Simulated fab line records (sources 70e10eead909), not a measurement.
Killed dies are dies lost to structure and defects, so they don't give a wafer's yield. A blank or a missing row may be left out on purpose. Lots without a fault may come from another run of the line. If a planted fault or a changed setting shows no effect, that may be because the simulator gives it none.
fab line records / flow nandHarc
record: lots: 14 wafers: 42 lastDay: 33
route steps=1302 shown A_WL_FILL@956 A_CONTACT@992
lots with no fault: from the same line, run without faults
startH: start of the lot's first displayed wafer, in hours after the record's first day / waitH: how many hours have passed since the lot's step before this one / " identical to the entry in the row above / L1.1+2: one row covering several wafers at once / - no value, or no start given / * or withheld: withheld / < > ~ a bound
route shown NAME@n: a module of which the file shows steps, and the number in the route of the first / usual: the fault-free wafers' mean and standard deviation / same: alike in all rows / chamber/n: place in a boat / sites: per-site readings / _std_site: standard deviation across them / _edge_site: inner sites' mean taken away from outer sites' mean / radiusMm: how far each site lies from the wafer's centre / mask NAME#n: copy n / behind: tool/chamber where the wafer was last shaped / hold: reason for holding the lot/hours on hold/outcome of the hold / device: whichever transistor did not switch (one of n, p or np) / end of line: the route-end tests of the same wafers / a step without rows: its recipe alone / killed: dies lost to structure and defects at the first sort, not the wafer's yield / map: the dies of a wafer, with x for killed, . for not killed, _ for no die there
set.NAME: setting as actually run; set.NAME@STEP: the setting as run at that earlier step / model.NAME: the simulator's own value behind a step, which no gauge read
a sample of lots followed through the steps of the route, with each step as a table and each wafer as a row
services: from which hour (startH, from the record's first day; less than 0 if before it) a tool's chamber was out of use, for how many hours, and why
== steps ==
step: NHARC_A_WL_FILL_CVD_03
recipe: targetThkA: 400 tempC: 300 pressureTorr: 40 wf6FlowSccm: 40 h2FlowSccm: 1600 arFlowSccm: 1560 timeS: 279 material: W
usual: heaterPowerW: 452/17 throttleValvePct: 8.1/0.34
lot.wafer=L802.2 tool=cvdW-02 chamber=1 startH=475.17 waitH=0.1 heaterPowerW=469 throttleValvePct=8.2
lot.wafer=L802.3 tool=cvdW-02 chamber=1 startH=475.17 waitH=0.1 heaterPowerW=472 throttleValvePct=8.1
lot.wafer=L802.6 tool=cvdW-02 chamber=0 startH=475.17 waitH=0.1 heaterPowerW=444 throttleValvePct=7.4
lot.wafer=L804.1 tool=cvdW-02 chamber=1 startH=487.09 waitH=0.1 heaterPowerW=473 throttleValvePct=8.3
lot.wafer=L804.3 tool=cvdW-02 chamber=0 startH=487.09 waitH=0.1 heaterPowerW=433 throttleValvePct=7.4
lot.wafer=L804.6 tool=cvdW-02 chamber=1 startH=487.09 waitH=0.1 heaterPowerW=478 throttleValvePct=8.4
lot.wafer=L805.3 tool=cvdW-01 chamber=1 startH=506.61 waitH=0.2 heaterPowerW=438 throttleValvePct=7.9
lot.wafer=L805.4 tool=cvdW-01 chamber=0 startH=506.61 waitH=0.2 heaterPowerW=454 throttleValvePct=8.3
lot.wafer=L805.5 tool=cvdW-01 chamber=0 startH=506.61 waitH=0.2 heaterPowerW=447 throttleValvePct=8.3
lot.wafer=L806.3 tool=cvdW-02 chamber=1 startH=529.24 waitH=0.3 heaterPowerW=471 throttleValvePct=8.5
lot.wafer=L806.4 tool=cvdW-02 chamber=1 startH=529.24 waitH=0.3 heaterPowerW=488 throttleValvePct=8.4
lot.wafer=L806.6 tool=cvdW-02 chamber=1 startH=529.24 waitH=0.3 heaterPowerW=495 throttleValvePct=8.4
lot.wafer=L807.2 tool=cvdW-01 chamber=1 startH=535.45 waitH=0.1 heaterPowerW=432 throttleValvePct=7.7
lot.wafer=L807.1 tool=cvdW-01 chamber=0 startH=535.45 waitH=0.1 heaterPowerW=443 throttleValvePct=8.4
lot.wafer=L807.3 tool=cvdW-01 chamber=1 startH=535.45 waitH=0.1 heaterPowerW=439 throttleValvePct=7.7
lot.wafer=L809.2 tool=cvdW-01 chamber=0 startH=562.99 waitH=0.1 heaterPowerW=446 throttleValvePct=8.3
lot.wafer=L809.4 tool=cvdW-01 chamber=1 startH=562.99 waitH=0.1 heaterPowerW=438 throttleValvePct=7.9
lot.wafer=L809.3 tool=cvdW-01 chamber=0 startH=562.99 waitH=0.1 heaterPowerW=434 throttleValvePct=8.1
lot.wafer=L812.1 tool=cvdW-02 chamber=0 startH=573.51 waitH=0.1 heaterPowerW=439 throttleValvePct=7.8
lot.wafer=L812.4 tool=cvdW-02 chamber=0 startH=573.51 waitH=0.1 heaterPowerW=437 throttleValvePct=7.7
lot.wafer=L812.3 tool=cvdW-02 chamber=1 startH=573.51 waitH=0.1 heaterPowerW=489 throttleValvePct=8.5
lot.wafer=L814.2 tool=cvdW-02 chamber=0 startH=585.20 waitH=0.1 heaterPowerW=449 throttleValvePct=7.8
lot.wafer=L814.4 tool=cvdW-02 chamber=1 startH=585.20 waitH=0.1 heaterPowerW=488 throttleValvePct=8.4
lot.wafer=L814.5 tool=cvdW-02 chamber=0 startH=585.20 waitH=0.1 heaterPowerW=434 throttleValvePct=7.7
lot.wafer=L818.1 tool=cvdW-01 chamber=0 startH=639.88 waitH=0.1 heaterPowerW=447 throttleValvePct=8.8
lot.wafer=L818.6 tool=cvdW-01 chamber=1 startH=639.88 waitH=0.1 heaterPowerW=447 throttleValvePct=7.9
lot.wafer=L818.5 tool=cvdW-01 chamber=0 startH=639.88 waitH=0.1 heaterPowerW=451 throttleValvePct=8.5
lot.wafer=L819.2 tool=cvdW-02 chamber=1 startH=658.32 waitH=0.2 heaterPowerW=442 throttleValvePct=8.2
lot.wafer=L819.3 tool=cvdW-02 chamber=1 startH=658.32 waitH=0.2 heaterPowerW=461 throttleValvePct=7.9
lot.wafer=L819.4 tool=cvdW-02 chamber=1 startH=658.32 waitH=0.2 heaterPowerW=463 throttleValvePct=8.1
lot.wafer=L821.2 tool=cvdW-01 chamber=0 startH=660.19 waitH=0.1 heaterPowerW=441 throttleValvePct=8.3
lot.wafer=L821.3 tool=cvdW-01 chamber=1 startH=660.19 waitH=0.1 heaterPowerW=440 throttleValvePct=8.1
lot.wafer=L821.6 tool=cvdW-01 chamber=1 startH=660.19 waitH=0.1 heaterPowerW=448 throttleValvePct=7.7
lot.wafer=L820.1 tool=cvdW-01 chamber=0 startH=663.26 waitH=0.4 heaterPowerW=445 throttleValvePct=8.4
lot.wafer=L820.4 tool=cvdW-01 chamber=1 startH=663.26 waitH=0.4 heaterPowerW=439 throttleValvePct=8.0
lot.wafer=L820.6 tool=cvdW-01 chamber=1 startH=663.26 waitH=0.4 heaterPowerW=454 throttleValvePct=7.9
lot.wafer=L822.2 tool=cvdW-02 chamber=1 startH=687.01 waitH=0.1 heaterPowerW=448 throttleValvePct=8.5
lot.wafer=L822.1 tool=cvdW-02 chamber=0 startH=687.01 waitH=0.1 heaterPowerW=440 throttleValvePct=7.9
lot.wafer=L822.4 tool=cvdW-02 chamber=0 startH=687.01 waitH=0.1 heaterPowerW=436 throttleValvePct=7.7
lot.wafer=L824.1 tool=cvdW-01 chamber=0 startH=696.35 waitH=0.1 heaterPowerW=442 throttleValvePct=8.6
lot.wafer=L824.2 tool=cvdW-01 chamber=1 startH=696.35 waitH=0.1 heaterPowerW=443 throttleValvePct=8.2
lot.wafer=L824.5 tool=cvdW-01 chamber=1 startH=696.35 waitH=0.1 heaterPowerW=458 throttleValvePct=8.1
step: NHARC_A_WL_FILL_STRIP_27
recipe: powerW: 1500 tempC: 250 timeS: 20 chemistry: N2/H2
usual: drypumpMotorCurrentA: 5.7/0.54 heaterPowerW: 335/19
lot.wafer=L802.2 tool=plasmaAsher-02 chamber=0 startH=475.94 waitH=0.1 drypumpMotorCurrentA=6.5 heaterPowerW=365 rfHoursCounterH=9
lot.wafer=L802.3 tool=plasmaAsher-02 chamber=0 startH=475.94 waitH=0.1 drypumpMotorCurrentA=6.5 heaterPowerW=371 rfHoursCounterH=-
lot.wafer=L802.6 tool=plasmaAsher-02 chamber=1 startH=475.94 waitH=0.1 drypumpMotorCurrentA=5.8 heaterPowerW=348 rfHoursCounterH=-
lot.wafer=L804.1 tool=plasmaAsher-02 chamber=1 startH=487.79 waitH=0.1 drypumpMotorCurrentA=5.8 heaterPowerW=345 rfHoursCounterH=11
lot.wafer=L804.3 tool=plasmaAsher-02 chamber=0 startH=487.79 waitH=0.1 drypumpMotorCurrentA=6.5 heaterPowerW=356 rfHoursCounterH=-
lot.wafer=L804.6 tool=plasmaAsher-02 chamber=0 startH=487.79 waitH=0.1 drypumpMotorCurrentA=6.5 heaterPowerW=362 rfHoursCounterH=-
lot.wafer=L805.3 tool=plasmaAsher-01 chamber=1 startH=507.30 waitH=0.1 drypumpMotorCurrentA=5.1 heaterPowerW=320 rfHoursCounterH=-
lot.wafer=L805.4 tool=plasmaAsher-01 chamber=0 startH=507.30 waitH=0.1 drypumpMotorCurrentA=5.4 heaterPowerW=328 rfHoursCounterH=-
lot.wafer=L805.5 tool=plasmaAsher-01 chamber=0 startH=507.30 waitH=0.1 drypumpMotorCurrentA=5.4 heaterPowerW=322 rfHoursCounterH=-
lot.wafer=L806.3 tool=plasmaAsher-01 chamber=0 startH=530.15 waitH=0.2 drypumpMotorCurrentA=5.3 heaterPowerW=312 rfHoursCounterH=-
lot.wafer=L806.4 tool=plasmaAsher-01 chamber=1 startH=530.15 waitH=0.2 drypumpMotorCurrentA=5.0 heaterPowerW=312 rfHoursCounterH=-
lot.wafer=L806.6 tool=plasmaAsher-01 chamber=0 startH=530.15 waitH=0.2 drypumpMotorCurrentA=5.4 heaterPowerW=316 rfHoursCounterH=-
lot.wafer=L807.2 tool=plasmaAsher-01 chamber=1 startH=536.21 waitH=0.1 drypumpMotorCurrentA=5.1 heaterPowerW=317 rfHoursCounterH=1
lot.wafer=L807.1 tool=plasmaAsher-01 chamber=0 startH=536.21 waitH=0.1 drypumpMotorCurrentA=5.3 heaterPowerW=319 rfHoursCounterH=1
lot.wafer=L807.3 tool=plasmaAsher-01 chamber=1 startH=536.21 waitH=0.1 drypumpMotorCurrentA=5.0 heaterPowerW=317 rfHoursCounterH=-
lot.wafer=L809.2 tool=plasmaAsher-02 chamber=0 startH=563.74 waitH=0.2 drypumpMotorCurrentA=6.5 heaterPowerW=358 rfHoursCounterH=27
lot.wafer=L809.4 tool=plasmaAsher-02 chamber=1 startH=563.74 waitH=0.2 drypumpMotorCurrentA=5.8 heaterPowerW=344 rfHoursCounterH=-
lot.wafer=L809.3 tool=plasmaAsher-02 chamber=0 startH=563.74 waitH=0.2 drypumpMotorCurrentA=6.5 heaterPowerW=357 rfHoursCounterH=-
lot.wafer=L812.1 tool=plasmaAsher-02 chamber=1 startH=574.28 waitH=0.1 drypumpMotorCurrentA=5.8 heaterPowerW=347 rfHoursCounterH=30
lot.wafer=L812.4 tool=plasmaAsher-02 chamber=0 startH=574.28 waitH=0.1 drypumpMotorCurrentA=6.5 heaterPowerW=370 rfHoursCounterH=-
lot.wafer=L812.3 tool=plasmaAsher-02 chamber=1 startH=574.28 waitH=0.1 drypumpMotorCurrentA=5.8 heaterPowerW=342 rfHoursCounterH=-
lot.wafer=L814.2 tool=plasmaAsher-02 chamber=0 startH=585.92 waitH=0.1 drypumpMotorCurrentA=6.5 heaterPowerW=357 rfHoursCounterH=31
lot.wafer=L814.4 tool=plasmaAsher-02 chamber=1 startH=585.92 waitH=0.1 drypumpMotorCurrentA=5.8 heaterPowerW=331 rfHoursCounterH=-
lot.wafer=L814.5 tool=plasmaAsher-02 chamber=0 startH=585.92 waitH=0.1 drypumpMotorCurrentA=6.5 heaterPowerW=362 rfHoursCounterH=-
lot.wafer=L818.1 tool=plasmaAsher-01 chamber=1 startH=640.61 waitH=0.1 drypumpMotorCurrentA=5.0 heaterPowerW=315 rfHoursCounterH=23
lot.wafer=L818.5 tool=plasmaAsher-01 chamber=0 startH=640.61 waitH=0.1 drypumpMotorCurrentA=5.4 heaterPowerW=310 rfHoursCounterH=-
lot.wafer=L818.6 tool=plasmaAsher-01 chamber=1 startH=640.61 waitH=0.1 drypumpMotorCurrentA=5.0 heaterPowerW=323 rfHoursCounterH=-
lot.wafer=L819.2 tool=plasmaAsher-01 chamber=1 startH=659.33 waitH=0.1 drypumpMotorCurrentA=5.0 heaterPowerW=315 rfHoursCounterH=27
lot.wafer=L819.3 tool=plasmaAsher-01 chamber=0 startH=659.33 waitH=0.1 drypumpMotorCurrentA=5.3 heaterPowerW=312 rfHoursCounterH=-
lot.wafer=L819.4 tool=plasmaAsher-01 chamber=1 startH=659.33 waitH=0.1 drypumpMotorCurrentA=5.0 heaterPowerW=321 rfHoursCounterH=-
lot.wafer=L821.2 tool=plasmaAsher-01 chamber=1 startH=661.23 waitH=0.2 drypumpMotorCurrentA=5.1 heaterPowerW=321 rfHoursCounterH=29
lot.wafer=L821.3 tool=plasmaAsher-01 chamber=1 startH=661.23 waitH=0.2 drypumpMotorCurrentA=5.1 heaterPowerW=324 rfHoursCounterH=-
lot.wafer=L821.6 tool=plasmaAsher-01 chamber=1 startH=661.23 waitH=0.2 drypumpMotorCurrentA=5.1 heaterPowerW=315 rfHoursCounterH=-
lot.wafer=L820.1 tool=plasmaAsher-02 chamber=1 startH=664.00 waitH=0.1 drypumpMotorCurrentA=5.8 heaterPowerW=360 rfHoursCounterH=11
lot.wafer=L820.4 tool=plasmaAsher-02 chamber=0 startH=664.00 waitH=0.1 drypumpMotorCurrentA=6.5 heaterPowerW=351 rfHoursCounterH=-
lot.wafer=L820.6 tool=plasmaAsher-02 chamber=0 startH=664.00 waitH=0.1 drypumpMotorCurrentA=6.5 heaterPowerW=352 rfHoursCounterH=-
lot.wafer=L822.1 tool=plasmaAsher-02 chamber=0 startH=687.77 waitH=0.1 drypumpMotorCurrentA=6.5 heaterPowerW=342 rfHoursCounterH=16
lot.wafer=L822.2 tool=plasmaAsher-02 chamber=1 startH=687.77 waitH=0.1 drypumpMotorCurrentA=5.8 heaterPowerW=348 rfHoursCounterH=16
lot.wafer=L822.4 tool=plasmaAsher-02 chamber=1 startH=687.77 waitH=0.1 drypumpMotorCurrentA=5.8 heaterPowerW=359 rfHoursCounterH=-
lot.wafer=L824.1 tool=plasmaAsher-02 chamber=1 startH=697.10 waitH=0.1 drypumpMotorCurrentA=5.8 heaterPowerW=353 rfHoursCounterH=18
lot.wafer=L824.2 tool=plasmaAsher-02 chamber=0 startH=697.10 waitH=0.1 drypumpMotorCurrentA=6.5 heaterPowerW=347 rfHoursCounterH=18
lot.wafer=L824.5 tool=plasmaAsher-02 chamber=1 startH=697.10 waitH=0.1 drypumpMotorCurrentA=5.8 heaterPowerW=365 rfHoursCounterH=-
step: NHARC_A_CONTACT_SOFTBAKE_37
recipe: tempC: 105 timeS: 55
usual: heaterPowerTotalW: 188.46/0.14
lot.wafer=L802.2 tool=lithoTrack-01 chamber=0 startH=498 waitH=- heaterPowerTotalW=188.36
lot.wafer=L802.3 tool=lithoTrack-01 chamber=0 startH=498 waitH=- heaterPowerTotalW=188.52
lot.wafer=L802.6 tool=lithoTrack-01 chamber=0 startH=498 waitH=- heaterPowerTotalW=188.46
lot.wafer=L804.1 tool=lithoTrack-04 chamber=0 startH=508 waitH=- heaterPowerTotalW=188.29
lot.wafer=L804.3 tool=lithoTrack-04 chamber=0 startH=508 waitH=- heaterPowerTotalW=188.62
lot.wafer=L804.6 tool=lithoTrack-04 chamber=0 startH=508 waitH=- heaterPowerTotalW=188.55
lot.wafer=L805.3 tool=lithoTrack-04 chamber=0 startH=535 waitH=- heaterPowerTotalW=188.78
lot.wafer=L805.4 tool=lithoTrack-04 chamber=0 startH=535 waitH=- heaterPowerTotalW=188.35
lot.wafer=L805.5 tool=lithoTrack-04 chamber=0 startH=535 waitH=- heaterPowerTotalW=188.51
lot.wafer=L806.3 tool=lithoTrack-01 chamber=0 startH=551 waitH=- heaterPowerTotalW=188.44
lot.wafer=L806.4 tool=lithoTrack-01 chamber=0 startH=551 waitH=- heaterPowerTotalW=188.30
lot.wafer=L806.6 tool=lithoTrack-01 chamber=0 startH=551 waitH=- heaterPowerTotalW=188.46
lot.wafer=L807.1 tool=lithoTrack-01 chamber=0 startH=563 waitH=- heaterPowerTotalW=188.70
lot.wafer=L807.2 tool=lithoTrack-01 chamber=0 startH=563 waitH=- heaterPowerTotalW=188.47
lot.wafer=L807.3 tool=lithoTrack-01 chamber=0 startH=563 waitH=- heaterPowerTotalW=188.43
lot.wafer=L809.2 tool=lithoTrack-01 chamber=0 startH=586 waitH=- heaterPowerTotalW=186.58
lot.wafer=L809.3 tool=lithoTrack-01 chamber=0 startH=586 waitH=- heaterPowerTotalW=186.54
lot.wafer=L809.4 tool=lithoTrack-01 chamber=0 startH=586 waitH=- heaterPowerTotalW=186.51
lot.wafer=L812.1 tool=lithoTrack-06 chamber=0 startH=597 waitH=- heaterPowerTotalW=188.23
lot.wafer=L812.3 tool=lithoTrack-06 chamber=0 startH=597 waitH=- heaterPowerTotalW=188.45
lot.wafer=L812.4 tool=lithoTrack-06 chamber=0 startH=597 waitH=- heaterPowerTotalW=188.46
lot.wafer=L814.2 tool=lithoTrack-01 chamber=0 startH=607 waitH=- heaterPowerTotalW=186.75
lot.wafer=L814.4 tool=lithoTrack-01 chamber=0 startH=607 waitH=- heaterPowerTotalW=186.58
lot.wafer=L814.5 tool=lithoTrack-01 chamber=0 startH=607 waitH=- heaterPowerTotalW=186.56
lot.wafer=L818.1 tool=lithoTrack-04 chamber=0 startH=662 waitH=- heaterPowerTotalW=188.38
lot.wafer=L818.5 tool=lithoTrack-04 chamber=0 startH=662 waitH=- heaterPowerTotalW=188.49
lot.wafer=L818.6 tool=lithoTrack-04 chamber=0 startH=662 waitH=- heaterPowerTotalW=188.25
lot.wafer=L821.2 tool=lithoTrack-06 chamber=0 startH=685 waitH=- heaterPowerTotalW=188.40
lot.wafer=L821.3 tool=lithoTrack-06 chamber=0 startH=685 waitH=- heaterPowerTotalW=188.41
lot.wafer=L821.6 tool=lithoTrack-06 chamber=0 startH=685 waitH=- heaterPowerTotalW=188.62
lot.wafer=L819.2 tool=lithoTrack-04 chamber=0 startH=685 waitH=- heaterPowerTotalW=188.38
lot.wafer=L819.3 tool=lithoTrack-04 chamber=0 startH=685 waitH=- heaterPowerTotalW=188.40
lot.wafer=L819.4 tool=lithoTrack-04 chamber=0 startH=685 waitH=- heaterPowerTotalW=188.34
lot.wafer=L820.1 tool=lithoTrack-01 chamber=0 startH=690 waitH=- heaterPowerTotalW=188.68
lot.wafer=L820.4 tool=lithoTrack-01 chamber=0 startH=690 waitH=- heaterPowerTotalW=188.42
lot.wafer=L820.6 tool=lithoTrack-01 chamber=0 startH=690 waitH=- heaterPowerTotalW=188.34
lot.wafer=L822.1 tool=lithoTrack-04 chamber=0 startH=710 waitH=- heaterPowerTotalW=188.41
lot.wafer=L822.2 tool=lithoTrack-04 chamber=0 startH=710 waitH=- heaterPowerTotalW=188.40
lot.wafer=L822.4 tool=lithoTrack-04 chamber=0 startH=710 waitH=- heaterPowerTotalW=188.50
lot.wafer=L824.1 tool=lithoTrack-04 chamber=0 startH=719 waitH=- heaterPowerTotalW=188.31
lot.wafer=L824.2 tool=lithoTrack-04 chamber=0 startH=719 waitH=- heaterPowerTotalW=188.36
lot.wafer=L824.5 tool=lithoTrack-04 chamber=0 startH=719 waitH=- heaterPowerTotalW=188.30
step: NHARC_A_CONTACT_OVL_MEAS_43
usual: overlayXNm: -0.1/0.78 overlayYNm: -0.2/0.9
lot.wafer=L802.2 tool=overlay-02 chamber=- startH=499.25 waitH=- overlayXNm=0.3 overlayYNm=-0.8
lot.wafer=L802.3 tool=overlay-02 chamber=- startH=499.25 waitH=- overlayXNm=0.4 overlayYNm=-0.8
lot.wafer=L802.6 tool=overlay-02 chamber=- startH=499.25 waitH=- overlayXNm=-0.1 overlayYNm=-1.3
lot.wafer=L804.1 tool=overlay-02 chamber=- startH=508.68 waitH=- overlayXNm=1.2 overlayYNm=0.0
lot.wafer=L804.3 tool=overlay-02 chamber=- startH=508.68 waitH=- overlayXNm=1.6 overlayYNm=-0.3
lot.wafer=L804.6 tool=overlay-02 chamber=- startH=508.68 waitH=- overlayXNm=1.3 overlayYNm=-0.9
lot.wafer=L805.3 tool=overlay-02 chamber=- startH=536.09 waitH=- overlayXNm=1.2 overlayYNm=-1.0
lot.wafer=L805.4 tool=overlay-02 chamber=- startH=536.09 waitH=- overlayXNm=1.4 overlayYNm=-0.9
lot.wafer=L805.5 tool=overlay-02 chamber=- startH=536.09 waitH=- overlayXNm=1.3 overlayYNm=-1.3
lot.wafer=L806.3 tool=overlay-02 chamber=- startH=552.39 waitH=- overlayXNm=1.5 overlayYNm=1.0
lot.wafer=L806.4 tool=overlay-02 chamber=- startH=552.39 waitH=- overlayXNm=1.3 overlayYNm=0.8
lot.wafer=L806.6 tool=overlay-02 chamber=- startH=552.39 waitH=- overlayXNm=0.6 overlayYNm=1.0
lot.wafer=L807.1 tool=overlay-01 chamber=- startH=563.74 waitH=- overlayXNm=-0.9 overlayYNm=0.4
lot.wafer=L807.2 tool=overlay-01 chamber=- startH=563.74 waitH=- overlayXNm=-1.1 overlayYNm=0.6
lot.wafer=L807.3 tool=overlay-01 chamber=- startH=563.74 waitH=- overlayXNm=-1.3 overlayYNm=1.3
lot.wafer=L809.2 tool=overlay-02 chamber=- startH=587.19 waitH=- overlayXNm=-0.7 overlayYNm=-0.2
lot.wafer=L809.3 tool=overlay-02 chamber=- startH=587.19 waitH=- overlayXNm=-0.7 overlayYNm=-0.4
lot.wafer=L809.4 tool=overlay-02 chamber=- startH=587.19 waitH=- overlayXNm=-0.6 overlayYNm=0.0
lot.wafer=L812.1 tool=overlay-01 chamber=- startH=597.86 waitH=- overlayXNm=-0.6 overlayYNm=-0.3
lot.wafer=L812.3 tool=overlay-01 chamber=- startH=597.86 waitH=- overlayXNm=-1.0 overlayYNm=-0.5
lot.wafer=L812.4 tool=overlay-01 chamber=- startH=597.86 waitH=- overlayXNm=-1.0 overlayYNm=-0.5
lot.wafer=L814.2 tool=overlay-02 chamber=- startH=608.22 waitH=- overlayXNm=1.1 overlayYNm=1.7
lot.wafer=L814.4 tool=overlay-02 chamber=- startH=608.22 waitH=- overlayXNm=1.0 overlayYNm=1.7
lot.wafer=L814.5 tool=overlay-02 chamber=- startH=608.22 waitH=- overlayXNm=0.8 overlayYNm=1.5
lot.wafer=L818.1 tool=overlay-01 chamber=- startH=662.83 waitH=- overlayXNm=0.7 overlayYNm=0.4
lot.wafer=L818.5 tool=overlay-01 chamber=- startH=662.83 waitH=- overlayXNm=0.3 overlayYNm=0.4
lot.wafer=L818.6 tool=overlay-01 chamber=- startH=662.83 waitH=- overlayXNm=0.1 overlayYNm=0.8
lot.wafer=L821.2 tool=overlay-02 chamber=- startH=686.01 waitH=- overlayXNm=-0.6 overlayYNm=-1.4
lot.wafer=L821.3 tool=overlay-02 chamber=- startH=686.01 waitH=- overlayXNm=-0.6 overlayYNm=-1.4
lot.wafer=L821.6 tool=overlay-02 chamber=- startH=686.01 waitH=- overlayXNm=-0.5 overlayYNm=-1.6
lot.wafer=L819.2 tool=overlay-01 chamber=- startH=686.17 waitH=- overlayXNm=-0.3 overlayYNm=0.4
lot.wafer=L819.3 tool=overlay-01 chamber=- startH=686.17 waitH=- overlayXNm=0.0 overlayYNm=0.5
lot.wafer=L819.4 tool=overlay-01 chamber=- startH=686.17 waitH=- overlayXNm=-0.8 overlayYNm=0.6
lot.wafer=L820.1 tool=overlay-02 chamber=- startH=691.49 waitH=- overlayXNm=0.4 overlayYNm=-2.4
lot.wafer=L820.4 tool=overlay-02 chamber=- startH=691.49 waitH=- overlayXNm=0.3 overlayYNm=-2.9
lot.wafer=L820.6 tool=overlay-02 chamber=- startH=691.49 waitH=- overlayXNm=0.2 overlayYNm=-2.5
lot.wafer=L822.1 tool=overlay-02 chamber=- startH=710.74 waitH=- overlayXNm=-0.5 overlayYNm=0.3
lot.wafer=L822.2 tool=overlay-02 chamber=- startH=710.74 waitH=- overlayXNm=-0.5 overlayYNm=0.9
lot.wafer=L822.4 tool=overlay-02 chamber=- startH=710.74 waitH=- overlayXNm=-0.5 overlayYNm=0.8
lot.wafer=L824.1 tool=overlay-02 chamber=- startH=720.48 waitH=- overlayXNm=0.3 overlayYNm=-0.1
lot.wafer=L824.2 tool=overlay-02 chamber=- startH=720.48 waitH=- overlayXNm=-0.2 overlayYNm=0.2
lot.wafer=L824.5 tool=overlay-02 chamber=- startH=720.48 waitH=- overlayXNm=-0.5 overlayYNm=0.3
== services ==
tool=cvdW-01 chamber=1 startH=452.83 hours=4.2 kind=repair
tool=cvdW-02 chamber=0 startH=463.00 hours=- kind=clean
tool=cvdW-02 chamber=1 startH=463.00 hours=- kind=clean
tool=plasmaAsher-01 chamber=- startH=490.20 hours=1.0 kind=repair
tool=cvdW-02 chamber=0 startH=499.94 hours=40.9 kind=repair
tool=lithoTrack-01 chamber=- startH=505.00 hours=7.0 kind=pm
tool=plasmaAsher-01 chamber=- startH=519.05 hours=9.0 kind=pm
tool=lithoTrack-06 chamber=- startH=529.00 hours=7.0 kind=pm
tool=cvdW-02 chamber=- startH=539.25 hours=0.6 kind=repair
tool=cvdW-01 chamber=- startH=547.67 hours=13.0 kind=pm
tool=cvdW-01 chamber=0 startH=547.67 hours=13.0 kind=ventCycle
tool=cvdW-01 chamber=1 startH=547.67 hours=13.0 kind=ventCycle
tool=lithoTrack-04 chamber=- startH=553.00 hours=7.0 kind=pm
tool=plasmaAsher-02 chamber=- startH=603.00 hours=9.0 kind=pm
tool=plasmaAsher-02 chamber=0 startH=603.00 hours=9.0 kind=ventCycle
tool=plasmaAsher-02 chamber=1 startH=603.00 hours=9.0 kind=ventCycle
tool=plasmaAsher-02 chamber=0 startH=612.00 hours=- kind=clean
tool=plasmaAsher-02 chamber=1 startH=612.00 hours=- kind=clean
tool=cvdW-02 chamber=- startH=631.00 hours=13.0 kind=pm
tool=cvdW-02 chamber=0 startH=645.00 hours=16.2 kind=repair
tool=plasmaAsher-02 chamber=- startH=645.64 hours=0.9 kind=repair
tool=lithoTrack-01 chamber=- startH=680.00 hours=7.0 kind=pm
tool=plasmaAsher-01 chamber=- startH=696.26 hours=9.0 kind=pm
tool=lithoTrack-06 chamber=- startH=704.00 hours=7.0 kind=pm
== key ==
firstSign: step: NHARC_A_CONTACT_SOFTBAKE_37 reading: heaterPowerTotalW direction: down sigmas: 13 usual: * struck: *
effect none on later readings
metAt NHARC_A_CONTACT_SOFTBAKE_37
struckLots L809,L814
testerLeftOut L809,L814
notActingAt NHARC_A_WL_FILL_CVD_03,NHARC_A_WL_FILL_STRIP_27,NHARC_A_CONTACT_OVL_MEAS_43
onsetBetween 563 586
fault: kind: processParameterDrift tool: lithoTrack-01 chamber: - onsetH: 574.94 steps: NHARC_A_CONTACT_SOFTBAKE_37 channel: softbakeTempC offset: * shape: step endH: 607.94 actsIn: * stated: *
testerLeftOut: of these lots the tester's yield and bins aren't shown, on N5 and GAA mostly nor the transistor test; their killed dies are dies lost to structure and defects alone, not to doping, threshold or leakage, so they don't give the yield
